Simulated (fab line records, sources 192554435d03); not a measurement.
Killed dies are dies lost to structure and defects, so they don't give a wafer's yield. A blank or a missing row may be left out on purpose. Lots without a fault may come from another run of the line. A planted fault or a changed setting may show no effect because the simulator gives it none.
Which tool did it? | flow n5_finfet | 11 lots, 33 wafers sampled, at 5 steps of a route of 1938

WHAT THE GAUGES READ, wafer by wafer
N5_BEOL_M4_RC_MEAS_101.
lot  | measured     | on        | CJ_N           | DIBL_N (mV/V)  | DIBL_P (mV/V)  | IOFF_N (nA/um) | IOFF_N_85C (nA/um) | IOFF_P (nA/um) | ION_N (uA/um) | ION_P (uA/um) | RS_PWELL (ohm/sq) | SS_N (mV/dec)  | SS_P (mV/dec)  | VT_N (mV)   | VT_P (mV)
L959 | day 8 05:23  | prober-02 | 4.43 4.37 4.30 | 39.7 36.8 33.8 | 40.0 37.0 34.2 | 0.23 0.16 0.13 | 4.2 3.2 2.5        | 0.29 0.21 0.18 | 673 670 662   | 460 462 458   | 2979 2973 2976    | 72.5 71.8 71.0 | 74.6 74.2 72.5 | 247 250 250 | -249 -252 -252
L963 | day 9 08:11  | prober-02 | 4.42 4.45 4.49 | 35.3 38.5 39.3 | 36.6 39.5 40.8 | 0.15 0.22 0.23 | 2.9 4.0 4.3        | 0.19 0.25 0.27 | 670 703 706   | 458 474 471   | 3018 2979 3020    | 71.4 72.1 72.3 | 73.1 73.8 74.8 | 253 245 248 | -255 -251 -249
L964 | day 9 17:25  | prober-01 | 4.45 4.51 4.45 | 38.8 38.9 37.1 | 39.2 40.6 38.9 | 0.20 0.21 0.19 | 3.7 3.8 3.5        | 0.20 0.22 0.21 | 683 690 679   | 455 460 456   | 3001 2987 2975    | 72.3 72.4 71.8 | 74.2 74.7 74.2 | 248 246 247 | -256 -253 -255
L965 | day 10 05:55 | prober-01 | 4.23 4.38 4.39 | 38.9 37.5 38.8 | 41.4 38.2 40.7 | 0.20 0.16 0.21 | 3.8 3.2 3.9        | 0.29 0.23 0.28 | 679 682 691   | 467 470 474   | 3011 3029 3014    | 71.3 72.1 72.2 | 74.8 74.1 74.7 | 248 249 248 | -246 -250 -246
L969 | day 11 08:12 | prober-02 | 1.74 1.85 1.84 | 36.2 55.3 52.7 | 32.4 41.7 38.2 | 0.18 1.92 1.30 | 3.4 25.0 18.2      | 0.18 0.34 0.26 | 666 719 696   | 460 478 465   | 3120 3159 3146    | 72.9 88.8 88.5 | 72.2 75.0 73.4 | 253 236 243 | -253 -244 -245
L970 | day 11 10:53 | prober-02 | 1.75 1.80 1.81 | 48.3 48.1 60.2 | 38.2 34.1 38.5 | 0.95 0.88 3.22 | 13.8 12.8 38.2     | 0.28 0.21 0.30 | 685 691 715   | 459 458 469   | 3190 3156 3192    | 83.4 85.5 98.3 | 74.4 72.7 74.5 | 239 247 237 | -245 -250 -245
L973 | day 12 21:28 | prober-01 | 4.25 4.12 4.35 | 39.3 41.2 36.0 | 41.4 44.0 36.5 | 0.23 0.28 0.16 | 4.1 4.9 3.0        | 0.26 0.32 0.19 | 687 704 681   | 465 470 456   | 2979 3018 2989    | 72.8 73.7 71.7 | 74.4 75.4 73.3 | 246 241 248 | -248 -245 -253
L975 | day 12 22:43 | prober-01 | 4.39 4.32 4.44 | 32.3 36.5 32.7 | 33.6 38.5 34.1 | 0.11 0.18 0.12 | 2.3 3.4 2.4        | 0.14 0.20 0.14 | 657 679 663   | 445 458 449   | 3010 2996 2990    | 71.2 72.3 71.1 | 72.2 73.7 72.2 | 256 249 254 | -257 -252 -258
L976 | day 13 00:56 | prober-02 | 4.42 4.31 4.25 | 36.2 37.1 35.3 | 33.2 35.2 33.1 | 0.15 0.17 0.13 | 2.9 3.2 2.7        | 0.18 0.21 0.18 | 670 676 677   | 456 454 466   | 3028 3015 2986    | 71.6 71.7 70.6 | 72.5 72.8 73.1 | 253 250 252 | -253 -253 -250

WHICH TOOL RAN EACH LOT (tool, then ch and the chambers of the sampled wafers, then the start)
lot  | N5_ZERO_LAYER_PECVD_02         | N5_WELL_APT_IMPLANT_32         | N5_PMOS_HMC_CHANNEL_EPI_EPI_26 | N5_FIN_SAQP_PECVD_47
L959 | pecvd-01 ch 0,1,2, day 2 00:17 | implanter-01 ch 0, day 2 03:29 | epi_rpcvd-02 ch 0, day 2 08:55 | pecvd-03 ch 0,1,2, day 2 10:05
L963 | pecvd-01 ch 0,1,2, day 3 00:17 | implanter-01 ch 0, day 3 03:17 | epi_rpcvd-02 ch 0, day 3 08:10 | pecvd-02 ch 0,1, day 3 10:56
L964 | pecvd-04 ch 0,1, day 3 06:17   | implanter-02 ch 0, day 3 09:43 | epi_rpcvd-02 ch 0, day 3 14:43 | pecvd-01 ch 0,1,2, day 3 17:17
L965 | pecvd-01 ch 0,2, day 3 12:17   | implanter-02 ch 0, day 3 15:27 | epi_rpcvd-02 ch 0, day 3 20:09 | pecvd-03 ch 1,2, day 3 21:20
L967 | pecvd-03 ch 0,2, day 4 00:17   | implanter-02 ch 0, day 4 03:13 | epi_rpcvd-02 ch 0, day 4 07:32 | pecvd-02 ch 1,2, day 4 09:16
L968 | pecvd-04 ch 0,2, day 4 06:17   | implanter-02 ch 0, day 4 09:47 | epi_rpcvd-04 ch 0, day 4 14:28 | pecvd-03 ch 0,1,2, day 4 16:50
L969 | pecvd-01 ch 0,2, day 4 12:17   | implanter-02 ch 0, day 4 15:18 | epi_rpcvd-02 ch 0, day 4 20:47 | pecvd-03 ch 0,1,2, day 4 21:56
L970 | pecvd-04 ch 1,2, day 4 18:17   | implanter-02 ch 0, day 4 21:25 | epi_rpcvd-04 ch 0, day 5 02:01 | pecvd-02 ch 1,2, day 5 03:17
L973 | pecvd-03 ch 1,2, day 5 12:17   | implanter-01 ch 0, day 5 15:35 | epi_rpcvd-02 ch 0, day 5 19:45 | pecvd-03 ch 0,1, day 5 20:50
L975 | pecvd-01 ch 1,2, day 6 00:18   | implanter-01 ch 0, day 6 03:35 | epi_rpcvd-02 ch 0, day 6 07:53 | pecvd-03 ch 0,1, day 6 09:00
L976 | pecvd-03 ch 1,2, day 6 06:18   | implanter-01 ch 0, day 6 09:16 | epi_rpcvd-01 ch 0, day 6 14:38 | pecvd-02 ch 1,2, day 6 15:41
- N5_ZERO_LAYER_PECVD_02: deposits SiO2 from SiH4/N2O, target thk 10 nm, time 6 s.
- N5_WELL_APT_IMPLANT_32
- N5_PMOS_HMC_CHANNEL_EPI_EPI_26: deposits Si from SiH4/H2, target thk 3.8 nm, time 22.7 s.
- N5_FIN_SAQP_PECVD_47: deposits a-Si from SiH4/He, target thk 45 nm, time 36.3 s.

WHAT THE TOOLS THEMSELVES READ (means of the sampled wafers that have a number; where no wafer has one, the mark that the record gives instead)
N5_ZERO_LAYER_PECVD_02.
lot  | tool     | heater_power_w (W) | showerhead_plenum_p_Torr (Torr)
L959 | pecvd-01 | 771                | 8.06
L963 | pecvd-01 | 776                | 8.08
L964 | pecvd-04 | 923                | 8.13
L965 | pecvd-01 | 738                | 8.01
L967 | pecvd-03 | 676                | 8.09
L968 | pecvd-04 | 833                | 8.00
L969 | pecvd-01 | 812                | 8.03
L970 | pecvd-04 | 807                | 7.94
L973 | pecvd-03 | 762                | 8.14
L975 | pecvd-01 | 769                | 8.15
L976 | pecvd-03 | 738                | 8.13

N5_WELL_APT_IMPLANT_32.
lot  | tool         | dose_ions_cm2 | faraday_current_uA
L959 | implanter-01 | 1.9998e+13    | 254
L963 | implanter-01 | 2.0004e+13    | 252
L964 | implanter-02 | 2.0019e+13    | 255
L965 | implanter-02 | 1.9995e+13    | 254
L967 | implanter-02 | 3.5167e+12    | 44
L968 | implanter-02 | 3.5227e+12    | 44
L969 | implanter-02 | 3.5533e+12    | 45
L970 | implanter-02 | 3.5180e+12    | 44
L973 | implanter-01 | 1.9950e+13    | 254
L975 | implanter-01 | 1.9986e+13    | 254
L976 | implanter-01 | 2.0005e+13    | 256

N5_PMOS_HMC_CHANNEL_EPI_EPI_26.
lot  | tool         | lamp_inner_pct (%) | throttle_valve_pct (%)
L959 | epi_rpcvd-02 | 13.5               | 10.60
L963 | epi_rpcvd-02 | 13.5               | 10.58
L964 | epi_rpcvd-02 | 13.4               | 10.38
L965 | epi_rpcvd-02 | 13.5               | 10.72
L967 | epi_rpcvd-02 | 13.5               | 10.74
L968 | epi_rpcvd-04 | 14.0               | 10.86
L969 | epi_rpcvd-02 | 13.5               | 10.56
L970 | epi_rpcvd-04 | 14.0               | 10.99
L973 | epi_rpcvd-02 | 13.6               | 10.51
L975 | epi_rpcvd-02 | 13.5               | 10.47
L976 | epi_rpcvd-01 | 15.0               | 10.97

N5_FIN_SAQP_PECVD_47.
lot  | tool     | heater_power_w (W) | showerhead_plenum_p_Torr (Torr) | throttle_valve_pct (%)
L959 | pecvd-03 | 852                | 5.65                            | 18.2
L963 | pecvd-02 | 892                | 5.70                            | 18.7
L964 | pecvd-01 | 776                | 5.64                            | 19.0
L965 | pecvd-03 | 874                | 5.66                            | 18.5
L967 | pecvd-02 | 945                | 5.65                            | 18.5
L968 | pecvd-03 | 852                | 5.65                            | 18.2
L969 | pecvd-03 | 806                | 5.65                            | 18.3
L970 | pecvd-02 | 941                | 5.66                            | 18.0
L973 | pecvd-03 | 784                | 5.67                            | 18.1
L975 | pecvd-03 | 890                | 5.66                            | 18.0
L976 | pecvd-02 | 978                | 5.64                            | 18.5

THE ANSWER, worked out from the rows above alone
Rule: what is usual is taken from the lots themselves. Put in order of their means at a reading, lots are off if they are a third of the lots or fewer, leave a main group of 4 or more, and stand apart from it by a gap of 3 or more times the standard deviation of the main group's means; of several such gaps the widest counts. A main group whose means are all the same, to the digits that the tables above print for the reading, isn't used. A lot without any number at a reading at which 4 lots or more have one is off too. The other lots that the step has rows for count as sound. The gauges are gone through in route order, then the tools' own readings, and for those a lot's mean is taken as printed above. The first step at which some lot is off is used, and at that step the reading that is off furthest; a lot without a number counts as furthest.
Off: L969, L970, at N5_BEOL_M4_RC_MEAS_101 (CJ_N). The main group: mean 4.37, standard deviation 0.073. Neither off nor sound, because the step has no rows for them: L967, L968.
A tool fits if, at a process step before that reading, it ran every lot that is off, and no sound lot after the first of them. The gauges at N5_BEOL_M4_RC_MEAS_101 are tried like those tools. One fits: implanter-02 at N5_WELL_APT_IMPLANT_32. Its last sound lot is L965 (day 3 15:27), its first lot that is off L969 (day 4 15:18): a fault that began between those two fits.
The tool's own readings at N5_WELL_APT_IMPLANT_32 bear it out: on the lots that are off they differ by more than 5 times the standard deviation of the sound lots' means. dose_ions_cm2 reads 3.5356e+12 there against 1.9994e+13 on the sound lots; faraday_current_uA reads 44 there against 254 on the sound lots.

WHAT THE SIMULATOR HAD PUT IN
Process parameter drift: implanter-02, from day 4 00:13 on, at N5_WELL_APT_IMPLANT_32. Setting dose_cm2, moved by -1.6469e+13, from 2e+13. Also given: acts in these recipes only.
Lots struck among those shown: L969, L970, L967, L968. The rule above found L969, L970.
